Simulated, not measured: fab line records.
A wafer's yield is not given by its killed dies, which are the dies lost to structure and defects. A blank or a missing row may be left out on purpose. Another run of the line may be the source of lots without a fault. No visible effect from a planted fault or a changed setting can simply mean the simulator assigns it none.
Which tool did it? + flow n5 finfet + 31 wafers from 11 lots sampled at 6 of the route's 1938 steps

WHAT THE GAUGES READ, wafer by wafer
N5_BEOL_M2_THK_MEAS_01. Usual: M2_ILD_THK gives 79.0 nm (standard deviation 1).
| lot  | measured     | on            | M2_ILD_THK (nm)   | flag |
|------|--------------|---------------|-------------------|------|
| L244 | day 7 04:20  | film metro-01 | 78.0 78.8 79.3    |      |
| L245 | day 7 07:49  | film metro-01 | 77.9 80.1         |      |
| L248 | day 8 09:20  | film metro-01 | 78.1 79.3 80.0    |      |
| L251 | day 9 01:56  | film metro-01 | 155.9 158.2 156.9 | OFF  |
| L255 | day 10 10:52 | film metro-01 | 156.7 159.1 159.0 | OFF  |
| L258 | day 10 23:31 | film metro-02 | 155.9 156.7 156.7 | OFF  |
| L259 | day 11 02:34 | film metro-01 | 77.1 79.0         |      |
| L260 | day 11 13:04 | film metro-01 | 77.5 79.5 78.8    |      |
| L262 | day 11 20:40 | film metro-01 | 78.9 77.2 79.4    |      |
| L263 | day 12 01:38 | film metro-02 | 78.2 77.7 79.3    |      |
| L265 | day 12 09:05 | film metro-01 | 78.1 78.0 80.3    |      |

N5_BEOL_M4_RC_MEAS_101. Usual: DIBL_N 35.3 mV/V, standard deviation 2.5; DIBL_P 35 mV/V, standard deviation 3.3; IOFF_N 0.15 nA/um, standard deviation 0.049; IOFF_P 0.20 nA/um, standard deviation 0.056; ION_N 673 uA/um, standard deviation 16; ION_P 462 uA/um, standard deviation 10; SS_N 71.2 mV/dec, standard deviation 0.85; SS_P 73.0 mV/dec, standard deviation 0.97; VT_N 252 mV, standard deviation 4.9; VT_P -251 mV, standard deviation 5.
| lot  | measured     | on        | DIBL_N (mV/V)  | DIBL_P (mV/V) | IOFF_N (nA/um) | IOFF_P (nA/um) | ION_N (uA/um) | ION_P (uA/um) | SS_N (mV/dec)  | SS_P (mV/dec)  | VT_N (mV)   | VT_P (mV)      | flag |
|------|--------------|-----------|----------------|---------------|----------------|----------------|---------------|---------------|----------------|----------------|-------------|----------------|------|
| L244 | day 9 03:12  | prober-02 | 40.5 36.0 39.7 | 41 35 40      | 0.25 0.13 0.21 | 0.29 0.17 0.25 | 710 677 681   | 483 464 463   | 72.2 70.9 72.3 | 74.0 73.0 73.7 | 244 252 248 | -246 -254 -248 |      |
| L245 | day 9 05:55  | prober-01 | 38.6 39.0      | 41 41         | 0.24 0.24      | 0.30 0.32      | 708 709       | 481 490       | 72.3 73.0      | 75.0 75.2      | 242 245     | -244 -243      |      |
| L248 | day 10 03:30 | prober-01 | 33.9 39.9 42.3 | 34 41 44      | 0.13 0.23 0.33 | 0.19 0.32 0.39 | 668 698 712   | 462 479 481   | 70.8 72.1 73.3 | 72.4 74.7 75.4 | 252 244 240 | -251 -244 -241 |      |
| L259 | day 12 23:45 | prober-01 | 32.1 31.2      | 33 32         | 0.11 0.11      | 0.16 0.15      | 663 668       | 462 460       | 70.3 70.5      | 71.7 71.4      | 254 255     | -254 -253      |      |
| L260 | day 13 04:21 | prober-01 | 34.7 35.7 31.3 | 35 36 31      | 0.12 0.15 0.09 | 0.18 0.20 0.13 | 676 675 652   | 471 468 453   | 70.4 71.0 69.6 | 72.4 72.7 72.6 | 255 252 257 | -254 -253 -257 |      |
| L262 | day 13 04:11 | prober-02 | 33.8 34.3 33.3 | 33 34 32      | 0.11 0.11 0.11 | 0.15 0.15 0.14 | 667 678 684   | 458 467 468   | 70.2 70.8 69.6 | 71.5 71.8 71.5 | 254 258 256 | -256 -253 -257 |      |
| L263 | day 14 00:22 | prober-02 | 31.1 34.4 34.5 | 28 30 32      | 0.07 0.10 0.11 | 0.10 0.12 0.13 | 644 640 672   | 447 434 461   | 69.2 70.3 70.5 | 71.7 71.8 72.5 | 262 260 254 | -261 -260 -258 |      |
| L265 | day 14 06:27 | prober-02 | 32.9 37.2 37.3 | 31 36 35      | 0.09 0.14 0.14 | 0.13 0.18 0.17 | 648 654 656   | 451 448 445   | 71.3 71.5 72.3 | 72.7 73.9 73.9 | 257 253 256 | -261 -254 -256 |      |

TOOL THAT RAN EACH LOT (tool first, then ch and the chambers of the sampled wafers, then the start)
| lot  | N5_BEOL_M1_ANNEAL_89         | N5_BEOL_M1_SPUTTER_90        | N5_BEOL_M1_SPUTTER_96        | N5_BEOL_M2_ILD_DEP_00           |
|------|------------------------------|------------------------------|------------------------------|---------------------------------|
| L244 | pvd sputter-01, day 7 02:05  | pvd sputter-01, day 7 02:14  | pvd sputter-01, day 7 02:53  | pecvd-04 ch 1,2, day 7 04:16    |
| L245 | pvd sputter-01, day 7 05:46  | pvd sputter-01, day 7 05:55  | pvd sputter-01, day 7 06:34  | pecvd-04 ch 0,2, day 7 07:45    |
| L248 | pvd sputter-01, day 8 07:20  | pvd sputter-01, day 8 07:29  | pvd sputter-01, day 8 08:08  | pecvd-03 ch 0,1,2, day 8 09:16  |
| L251 | pvd sputter-02, day 8 23:43  | pvd sputter-02, day 8 23:52  | pvd sputter-02, day 9 00:31  | pecvd-04 ch 0,1,2, day 9 01:38  |
| L255 | pvd sputter-02, day 10 08:17 | pvd sputter-02, day 10 08:25 | pvd sputter-02, day 10 09:05 | pecvd-01 ch 0,2, day 10 10:34   |
| L258 | pvd sputter-03, day 10 21:04 | pvd sputter-03, day 10 21:12 | pvd sputter-03, day 10 21:52 | pecvd-01 ch 0,1,2, day 10 23:13 |
| L259 | pvd sputter-03, day 11 00:27 | pvd sputter-03, day 11 00:35 | pvd sputter-03, day 11 01:15 | pecvd-01 ch 1,2, day 11 02:31   |
| L260 | pvd sputter-03, day 11 11:05 | pvd sputter-03, day 11 11:13 | pvd sputter-03, day 11 11:53 | pecvd-04 ch 1,2, day 11 12:59   |
| L262 | pvd sputter-02, day 11 18:30 | pvd sputter-02, day 11 18:38 | pvd sputter-02, day 11 19:18 | pecvd-04 ch 0,2, day 11 20:37   |
| L263 | pvd sputter-02, day 11 22:54 | pvd sputter-02, day 11 23:02 | pvd sputter-02, day 11 23:42 | pecvd-03 ch 0,1,2, day 12 01:34 |
| L265 | pvd sputter-03, day 12 07:06 | pvd sputter-03, day 12 07:14 | pvd sputter-03, day 12 07:54 | pecvd-03 ch 0,1,2, day 12 09:01 |
- N5_BEOL_M1_ANNEAL_89: time 240 s.
- N5_BEOL_M1_SPUTTER_90: material Cu, target thk 4.5 nm, time 8.29 s.
- N5_BEOL_M1_SPUTTER_96: material Cu, target thk 4.5 nm, time 8.29 s.
- N5_BEOL_M2_ILD_DEP_00: deposits SiOC from DEMS/O2, target thk 79 nm, time 15.3 s.

WHAT THE TOOLS THEMSELVES READ (means of the sampled wafers that have a number; where no wafer has one, the mark that the record gives instead)
N5_BEOL_M1_ANNEAL_89. Usual: heater power w 903 W, standard deviation 64; susceptor_temp_C_max 400.9, standard deviation 0.44.
| lot  | tool           | heater power w (W) | susceptor_temp_C_max | flag |
|------|----------------|--------------------|----------------------|------|
| L244 | pvd sputter-01 | 920                | 401.1                |      |
| L245 | pvd sputter-01 | 1002               | 401.6                |      |
| L248 | pvd sputter-01 | 988                | 401.2                |      |
| L251 | pvd sputter-02 | 851                | 400.7                |      |
| L255 | pvd sputter-02 | 866                | 401.0                |      |
| L258 | pvd sputter-03 | 894                | 400.8                |      |
| L259 | pvd sputter-03 | 876                | 400.9                |      |
| L260 | pvd sputter-03 | 937                | 400.8                |      |
| L262 | pvd sputter-02 | 840                | 401.0                |      |
| L263 | pvd sputter-02 | 857                | 400.8                |      |
| L265 | pvd sputter-03 | 923                | 401.1                |      |

N5_BEOL_M1_SPUTTER_90. Usual: substrate temp c -19.98 C, standard deviation 0.099; throttle valve pct 29.7 %, standard deviation 1.
| lot  | tool           | substrate temp c (C) | throttle valve pct (%) | flag |
|------|----------------|----------------------|------------------------|------|
| L244 | pvd sputter-01 | -19.95               | 29.8                   |      |
| L245 | pvd sputter-01 | -19.95               | 31.0                   |      |
| L248 | pvd sputter-01 | -20.03               | 29.1                   |      |
| L251 | pvd sputter-02 | -19.95               | 29.6                   |      |
| L255 | pvd sputter-02 | -19.95               | 29.2                   |      |
| L258 | pvd sputter-03 | -19.90               | 30.2                   |      |
| L259 | pvd sputter-03 | -20.08               | 29.5                   |      |
| L260 | pvd sputter-03 | -19.93               | 30.2                   |      |
| L262 | pvd sputter-02 | -19.98               | 28.9                   |      |
| L263 | pvd sputter-02 | -19.95               | 29.0                   |      |
| L265 | pvd sputter-03 | -19.91               | 29.8                   |      |

N5_BEOL_M1_SPUTTER_96. Usual: substrate temp c -20.02 C, standard deviation 0.1; throttle valve pct 29.6 %, standard deviation 1.
| lot  | tool           | substrate temp c (C) | throttle valve pct (%) | flag |
|------|----------------|----------------------|------------------------|------|
| L244 | pvd sputter-01 | -20.06               | 29.9                   |      |
| L245 | pvd sputter-01 | -19.93               | 30.9                   |      |
| L248 | pvd sputter-01 | -20.04               | 29.4                   |      |
| L251 | pvd sputter-02 | -19.95               | 29.6                   |      |
| L255 | pvd sputter-02 | -20.01               | 29.3                   |      |
| L258 | pvd sputter-03 | -20.03               | 30.1                   |      |
| L259 | pvd sputter-03 | -20.02               | 29.2                   |      |
| L260 | pvd sputter-03 | -20.10               | 30.1                   |      |
| L262 | pvd sputter-02 | -19.90               | 28.7                   |      |
| L263 | pvd sputter-02 | -20.11               | 28.9                   |      |
| L265 | pvd sputter-03 | -19.99               | 29.9                   |      |

N5_BEOL_M2_ILD_DEP_00. Usual: heater power w 467 W, standard deviation 82; showerhead plenum p Torr 5.692 Torr, standard deviation 0.012; throttle valve pct 11.8 %, standard deviation 0.61.
| lot  | tool     | heater power w (W) | showerhead plenum p Torr (Torr) | throttle valve pct (%) | flag |
|------|----------|--------------------|---------------------------------|------------------------|------|
| L244 | pecvd-04 | 468                | 5.685                           | 11.7                   |      |
| L245 | pecvd-04 | 470                | 5.688                           | 11.7                   |      |
| L248 | pecvd-03 | 477                | 5.687                           | 11.7                   |      |
| L251 | pecvd-04 | 486                | 5.677                           | 11.8                   |      |
| L255 | pecvd-01 | 409                | 5.693                           | 11.4                   |      |
| L258 | pecvd-01 | 466                | 5.697                           | 11.9                   |      |
| L259 | pecvd-01 | 528                | 5.685                           | 12.3                   |      |
| L260 | pecvd-04 | 446                | 5.677                           | 11.8                   |      |
| L262 | pecvd-04 | 495                | 5.694                           | 12.0                   |      |
| L263 | pecvd-03 | 489                | 5.680                           | 11.8                   |      |
| L265 | pecvd-03 | 427                | 5.690                           | 11.9                   |      |

THE ANSWER, worked out from the rows above alone
Rule: lot off if the mean of its wafers having a number is beyond 3 standard deviations from the usual mean. Also off: a lot with no number at a reading for which 4 or more lots have one. Any other lot the step has rows for is counted as sound. First the gauges in route order, then the tools' own readings, where a lot's mean is used as printed above. At the first step where some lot is off, the reading lying furthest off is the one used; lots without a number count as furthest.
Off: L251, L255, L258, seen at N5_BEOL_M2_THK_MEAS_01 (M2_ILD_THK).
If a tool, at a process step before that reading, ran all the lots that are off and no sound lot after the first of them, it fits. Gauges at N5_BEOL_M2_THK_MEAS_01: tried the same way as those tools. No candidate that was tried fits.

WHAT THE SIMULATOR HAD PUT IN
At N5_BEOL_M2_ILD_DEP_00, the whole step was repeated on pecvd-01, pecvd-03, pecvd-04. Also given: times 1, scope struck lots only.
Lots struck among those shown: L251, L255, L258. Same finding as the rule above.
